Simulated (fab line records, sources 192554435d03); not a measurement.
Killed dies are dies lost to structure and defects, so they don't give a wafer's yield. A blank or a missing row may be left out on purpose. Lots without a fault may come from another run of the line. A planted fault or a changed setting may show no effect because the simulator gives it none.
Which tool did it? | flow n5_finfet | 8 lots, 24 wafers sampled, at 5 steps of a route of 1938

WHAT THE GAUGES READ, wafer by wafer
N5_BEOL_M4_RC_MEAS_101. Usual: CHAIN_V0 238 ohm/link, standard deviation 8.1; CHAIN_V0_max_site 247 ohm/link, standard deviation 8.7; COMB_M1 5.9e-11 S/m, standard deviation 1.3e-11; COMB_M1_max_site 8.5e-11 S/m, standard deviation 2e-11; DIBL_N 35.8 mV/V, standard deviation 1.5; DIBL_P 35.8 mV/V, standard deviation 1.7; IOFF_N 0.151 nA/um, standard deviation 0.022; IOFF_P 0.204 nA/um, standard deviation 0.027; ION_N 673 uA/um, standard deviation 8.6; ION_P 462 uA/um, standard deviation 5.4; SERP_M1 196 ohm/um, standard deviation 14; SERP_M1_max_site 207 ohm/um, standard deviation 16; SS_N 71.4 mV/dec, standard deviation 0.54; SS_P 73.3 mV/dec, standard deviation 0.56; VT_N 250.5 mV, standard deviation 2.6; VT_P -251 mV, standard deviation 3.1.
lot  | measured     | on        | CHAIN_V0 (ohm/link) | CHAIN_V0_max_site (ohm/link) | COMB_M1 (S/m)            | COMB_M1_max_site (S/m)    | DIBL_N (mV/V)  | DIBL_P (mV/V)  | IOFF_N (nA/um)    | IOFF_P (nA/um)    | ION_N (uA/um) | ION_P (uA/um) | SERP_M1 (ohm/um) | SERP_M1_max_site (ohm/um) | SS_N (mV/dec)  | SS_P (mV/dec)  | VT_N (mV)         | VT_P (mV)      | flag
L395 | day 8 06:47  | prober-01 | 243 242 236         | 250 246 243                  | 5.5e-11 5e-11 5.2e-11    | 7.1e-11 8e-11 7e-11       | 38.2 35.8 35.6 | 37.5 35.9 35.2 | 0.189 0.159 0.153 | 0.202 0.170 0.171 | 675 684 670   | 452 457 454   | 222 198 196      | 233 207 202               | 71.7 71.4 71.3 | 74.4 73.3 73.4 | 250.0 247.6 249.0 | -250 -254 -253 |
L397 | day 9 08:01  | prober-02 | 243 227 235         | 252 235 242                  | 5.3e-11 8.9e-11 4.5e-11  | 7.9e-11 1.04e-10 8.1e-11  | 36.6 37.6 36.5 | 38.6 39.3 38.5 | 0.191 0.206 0.187 | 0.231 0.252 0.234 | 677 685 674   | 460 470 464   | 220 215 198      | 240 223 225               | 72.1 72.5 72.7 | 73.5 74.6 74.6 | 248.0 244.0 248.2 | -251 -247 -247 |
L400 | day 9 13:22  | prober-02 | 243 251 244         | 252 264 248                  | 5.3e-11 6.4e-11 6.7e-11  | 7.2e-11 8.5e-11 9.9e-11   | 35.3 35.6 35.8 | 34.4 34.9 35.2 | 0.133 0.142 0.139 | 0.209 0.221 0.221 | 668 658 658   | 463 460 464   | 210 223 201      | 219 238 223               | 71.6 71.7 71.1 | 73.5 73.2 72.9 | 251.0 251.5 251.9 | -248 -250 -248 |
L407 | day 11 13:58 | prober-01 | 162 235 237         | 170 247 243                  | 3.89e-10 5.8e-11 6.6e-11 | 5.74e-10 6.4e-11 7.8e-11  | 37.6 38.2 38.0 | 36.1 36.5 36.5 | 0.164 0.172 0.171 | 0.219 0.221 0.224 | 681 681 679   | 467 459 469   | 152 166 165      | 159 176 170               | 72.0 71.8 72.0 | 74.4 73.3 74.4 | 250.7 251.0 251.4 | -251 -250 -250 | OFF
L408 | day 11 19:39 | prober-01 | 230 158 235         | 237 169 243                  | 6.9e-11 6.1e-10 5.4e-11  | 1.12e-10 8.12e-10 8.1e-11 | 35.1 34.0 32.9 | 37.4 34.9 33.9 | 0.143 0.126 0.111 | 0.196 0.170 0.147 | 683 676 661   | 462 459 458   | 189 150 177      | 194 155 182               | 71.1 70.4 70.1 | 73.2 72.8 72.5 | 252.7 253.2 255.1 | -252 -252 -256 | OFF
L414 | day 13 05:35 | prober-01 | 224 233 236         | 232 248 248                  | 4.9e-11 5.5e-11 4.8e-11  | 7.6e-11 8.3e-11 7.9e-11   | 35.5 34.6 34.8 | 35.9 34.2 34.8 | 0.154 0.140 0.146 | 0.236 0.209 0.215 | 683 671 678   | 470 460 466   | 191 212 187      | 199 227 198               | 71.2 71.5 71.4 | 73.3 73.4 73.5 | 249.0 249.2 249.4 | -248 -248 -249 |
L415 | day 13 08:37 | prober-02 | 236 243 238         | 246 255 242                  | 4e-11 6.8e-11 7.3e-11    | 7e-11 9.2e-11 1.01e-10    | 37.3 37.9 36.8 | 36.4 36.9 36.5 | 0.142 0.149 0.144 | 0.227 0.240 0.223 | 665 675 667   | 462 470 467   | 204 203 193      | 208 216 209               | 72.2 71.3 71.2 | 74.1 73.2 73.3 | 252.5 251.5 251.5 | -248 -247 -249 |
L417 | day 13 16:02 | prober-02 | 246 238 235         | 255 244 248                  | 7.1e-11 6.1e-11 6.5e-11  | 8.2e-11 1.06e-10 8.8e-11  | 35.6 36.6 36.2 | 34.9 36.5 35.5 | 0.128 0.145 0.137 | 0.158 0.184 0.164 | 664 664 670   | 450 461 460   | 205 203 180      | 217 211 201               | 71.2 71.8 70.7 | 72.5 72.6 73.4 | 251.8 250.5 250.4 | -256 -252 -254 |

WHICH TOOL RAN EACH LOT (tool, then ch and the chambers of the sampled wafers, then the start)
lot  | N5_BEOL_M1_ETCH_77                 | N5_BEOL_M1_ALD_84                   | N5_BEOL_M1_SPUTTER_48        | N5_BEOL_M1_ANNEAL_87
L395 | rie_diel-02 ch 1,2,3, day 6 08:12  | ald_metal-04 ch 0,2, day 6 12:44    | pvd_sputter-03, day 6 14:01  | pvd_sputter-03, day 6 14:46
L397 | rie_diel-01 ch 1,3, day 6 23:04    | ald_metal-03 ch 0,2,3, day 7 00:59  | pvd_sputter-02, day 7 01:27  | pvd_sputter-02, day 7 02:11
L400 | rie_diel-02 ch 1,2,3, day 7 16:46  | ald_metal-03 ch 1,2,3, day 7 20:04  | pvd_sputter-02, day 7 20:31  | pvd_sputter-02, day 7 21:16
L407 | rie_diel-02 ch 0,1,2, day 9 06:20  | ald_metal-03 ch 2,3, day 9 20:05    | pvd_sputter-01, day 9 20:35  | pvd_sputter-01, day 9 21:20
L408 | rie_diel-02 ch 1,3, day 9 13:36    | ald_metal-03 ch 2,3, day 9 23:14    | pvd_sputter-03, day 9 23:49  | pvd_sputter-03, day 10 00:34
L414 | rie_diel-01 ch 0,1, day 10 20:17   | ald_metal-04 ch 1,2,3, day 10 22:57 | pvd_sputter-03, day 10 23:25 | pvd_sputter-03, day 11 00:09
L415 | rie_diel-01 ch 0,2,3, day 11 04:25 | ald_metal-01 ch 0,2,3, day 11 06:20 | pvd_sputter-01, day 11 06:54 | pvd_sputter-01, day 11 07:38
L417 | rie_diel-03 ch 1,2,3, day 11 16:40 | ald_metal-04 ch 0,1,3, day 11 18:40 | pvd_sputter-01, day 11 20:29 | pvd_sputter-01, day 11 21:13
- N5_BEOL_M1_ETCH_77: etches underlayer in N2/H2, target depth 6.5 nm, time 5.2 s.
- N5_BEOL_M1_ALD_84: deposits TaN, pulse time 2 s, purge time 3 s, co reactant purge time 2 s.
- N5_BEOL_M1_SPUTTER_48: material Cu, target thk 4.5 nm, time 8.29 s.
- N5_BEOL_M1_ANNEAL_87: time 240 s.

WHAT THE TOOLS THEMSELVES READ (means of the sampled wafers that have a number; where no wafer has one, the mark that the record gives instead)
N5_BEOL_M1_ETCH_77. Usual: drypump_motor_current_A 6.0 A, standard deviation 0.46; etch_rf_on_time_s 5.19 s, standard deviation 0.09; n2_flow_sccm 200.0 sccm, standard deviation 0.59; oes_product_au 0.66 a.u., standard deviation 0.067; rf_vpp_V 522.8 V, standard deviation 2.4; showerhead_plenum_p_Torr 2.51 Torr, standard deviation 0.079; throttle_valve_pct 17.95 %, standard deviation 0.15.
lot  | tool        | drypump_motor_current_A (A) | etch_rf_on_time_s (s) | n2_flow_sccm (sccm) | oes_product_au (a.u.) | rf_vpp_V (V) | showerhead_plenum_p_Torr (Torr) | throttle_valve_pct (%) | flag
L395 | rie_diel-02 | 6.0                         | 5.22                  | 200.0               | 0.68                  | 521.6        | 2.46                            | 17.90                  |
L397 | rie_diel-01 | 6.2                         | 5.15                  | 199.9               | 0.73                  | 524.2        | 2.50                            | 17.86                  |
L400 | rie_diel-02 | 6.0                         | 5.16                  | 200.1               | 0.67                  | 520.5        | 2.45                            | 17.92                  |
L407 | rie_diel-02 | 6.4                         | 5.27                  | 199.9               | 0.62                  | 522.1        | 2.49                            | 17.95                  |
L408 | rie_diel-02 | 5.5                         | 5.12                  | 199.8               | 0.69                  | 522.3        | 2.47                            | 17.90                  |
L414 | rie_diel-01 | 6.0                         | 5.20                  | 200.5               | 0.68                  | 523.1        | 2.52                            | 17.96                  |
L415 | rie_diel-01 | 5.8                         | 5.18                  | 198.8               | 0.69                  | 523.3        | 2.55                            | 17.97                  |
L417 | rie_diel-03 | 5.9                         | 5.25                  | 199.9               | 0.64                  | 523.0        | 2.51                            | 17.83                  |

N5_BEOL_M1_ALD_84. Usual: heater_power_w 417 W, standard deviation 50.
lot  | tool         | heater_power_w (W) | flag
L395 | ald_metal-04 | 401                |
L397 | ald_metal-03 | 409                |
L400 | ald_metal-03 | 404                |
L407 | ald_metal-03 | 398                |
L408 | ald_metal-03 | 394                |
L414 | ald_metal-04 | 421                |
L415 | ald_metal-01 | 463                |
L417 | ald_metal-04 | 396                |

N5_BEOL_M1_SPUTTER_48. Usual: chuck_gas_flow_sccm 1.26 sccm, standard deviation 0.055; throttle_valve_pct 30.1 %, standard deviation 1.2.
lot  | tool           | chuck_gas_flow_sccm (sccm) | throttle_valve_pct (%) | flag
L395 | pvd_sputter-03 | 1.31                       | 30.2                   |
L397 | pvd_sputter-02 | 1.30                       | 31.4                   |
L400 | pvd_sputter-02 | 1.29                       | 29.8                   |
L407 | pvd_sputter-01 | 1.27                       | 29.5                   |
L408 | pvd_sputter-03 | 1.28                       | 29.5                   |
L414 | pvd_sputter-03 | 1.27                       | 30.2                   |
L415 | pvd_sputter-01 | 1.25                       | 29.8                   |
L417 | pvd_sputter-01 | 1.25                       | 29.5                   |

N5_BEOL_M1_ANNEAL_87. Usual: heater_power_w 858 W, standard deviation 53.
lot  | tool           | heater_power_w (W) | flag
L395 | pvd_sputter-03 | 855                |
L397 | pvd_sputter-02 | 904                |
L400 | pvd_sputter-02 | 905                |
L407 | pvd_sputter-01 | 809                |
L408 | pvd_sputter-03 | 876                |
L414 | pvd_sputter-03 | 891                |
L415 | pvd_sputter-01 | 825                |
L417 | pvd_sputter-01 | 843                |

THE ANSWER, worked out from the rows above alone
Rule: a lot is off if the mean of its wafers that have a number lies more than 3 standard deviations from the usual mean. A lot without any number at a reading at which 4 lots or more have one is off too. The other lots that the step has rows for count as sound. The gauges are gone through in route order, then the tools' own readings, and for those a lot's mean is taken as printed above. The first step at which some lot is off is used, and at that step the reading that is off furthest; a lot without a number counts as furthest.
Off: L407, L408, at N5_BEOL_M4_RC_MEAS_101 (COMB_M1).
A tool fits if, at a process step before that reading, it ran every lot that is off, and no sound lot after the first of them. The gauges at N5_BEOL_M4_RC_MEAS_101 are tried like those tools. Can't be told from this: 2 tools fit, rie_diel-02 at N5_BEOL_M1_ETCH_77, ald_metal-03 at N5_BEOL_M1_ALD_84.

WHAT THE SIMULATOR HAD PUT IN
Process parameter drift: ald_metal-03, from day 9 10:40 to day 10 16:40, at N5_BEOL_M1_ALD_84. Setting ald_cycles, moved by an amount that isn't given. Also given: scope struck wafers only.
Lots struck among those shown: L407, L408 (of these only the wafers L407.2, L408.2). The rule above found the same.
